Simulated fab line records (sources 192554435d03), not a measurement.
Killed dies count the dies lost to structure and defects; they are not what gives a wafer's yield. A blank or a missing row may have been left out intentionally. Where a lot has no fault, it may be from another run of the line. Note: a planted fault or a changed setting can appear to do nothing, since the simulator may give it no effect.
8D (eight disciplines) problem report, filled in by code :: flow n5-finfet :: the parts of the form that need people (team, actions taken, sign-off) are left out

1. WHAT IS WRONG
Wafers without a fault read 51.7 nm, standard deviation 0.9; trench-depth-nm at N5_STI_FIN_REVEAL_FIN_H_MEAS_10 reads a mean of 42.7 nm on 4 wafers belonging to 3 lots. That is -10 standard deviations from the usual mean.
Seen first at day 5 02:20 on ocd-02, wafer L732.6. The record holds 33 wafers of 11 lots with a number at this step. Rule for "out", or "out of limits": more than 4 standard deviations from the usual mean. The other wafers with a number count as sound.

2. WHAT IT IS, WHAT IT ISN'T
question: which readings at this step
is: trench-depth-nm
is not: -

question: which lots
is: L732, L733, L734
is not: L724, L725, L729, L730, L740, L741, L744, L745

question: which wafers of those lots
is: L732.6, L733.2, L733.6, L734.2
is not: L732.4, L732.5, L733.1, L734.3, L734.4

question: read on which gauges
is: ocd-01, ocd-02
is not: -

question: when
is: from day 5 02:20
is not: up to then (14 sound wafers); but 15 sound wafers of L733, L734, L740, L741, L744, L745 came after

3. WHAT RULES OUT EACH SUSPECT
Counting: if a tool at a process step up to the reading ran every lot that is out, it stays a suspect. Sound lots after the first of them don't rule it out here, since some wafers of a struck lot are sound.
- the gauge at N5_STI_FIN_REVEAL_FIN_H_MEAS_10 has been ruled out. The wafers that are out were read on 2 gauges (ocd-01, ocd-02).
- vapor-etch-01 at N5_STI_FIN_REVEAL_RECESS_09 (chemistry HF/NH3, target SiO2, afs cycles 11, target depth 42.5 nm, sublimation time 60 s): kept. It ran every lot that is out, first L732 (day 5 00:10); its last sound lot up to then is L730 (day 4 10:21).
Remaining after the count: vapor-etch-01 at N5_STI_FIN_REVEAL_RECESS_09.

4. THE CAUSE (what the simulator had put in)
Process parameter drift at N5_STI_FIN_REVEAL_RECESS_09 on vapor-etch-01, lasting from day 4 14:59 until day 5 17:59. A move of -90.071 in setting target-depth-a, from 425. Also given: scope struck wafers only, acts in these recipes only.
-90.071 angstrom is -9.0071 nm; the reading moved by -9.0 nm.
After counting, this tool was the only one left.

5. SEQUENCE OF EFFECTS, ordered by route
Each row: a reading where the mean over the struck wafers with a number is more than 3 standard deviations away from the usual. Scope: only readings with a usual standard deviation given in the record; hours: median across lots of the time from each lot's start at the first step in this table that gives one to its start at this step; sigmas: change in usual standard deviations.
hours: 0
step: N5_STI_FIN_REVEAL_FIN_H_MEAS_10
reading: trench-depth-nm
usual: 51.7 nm
on struck wafers: 42.7
change: -9.0
sigmas: -10

6. HOW IT WOULD HAVE BEEN CAUGHT EARLIER
In this record the first reading out of limits at a measuring or inspecting step was taken at day 5 02:20, 11 hours after the fault began at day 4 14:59.
Tool readings at N5_STI_FIN_REVEAL_RECESS_09 with a usual standard deviation given in the record: none out on any struck wafer, hence no alarm at a limit of 4 standard deviations on them.
L733, L734, from the lots that are out (3), started N5_STI_FIN_REVEAL_RECESS_09 on vapor-etch-01 later than day 5 02:20. A hold on the tool at that time would have spared those 2.
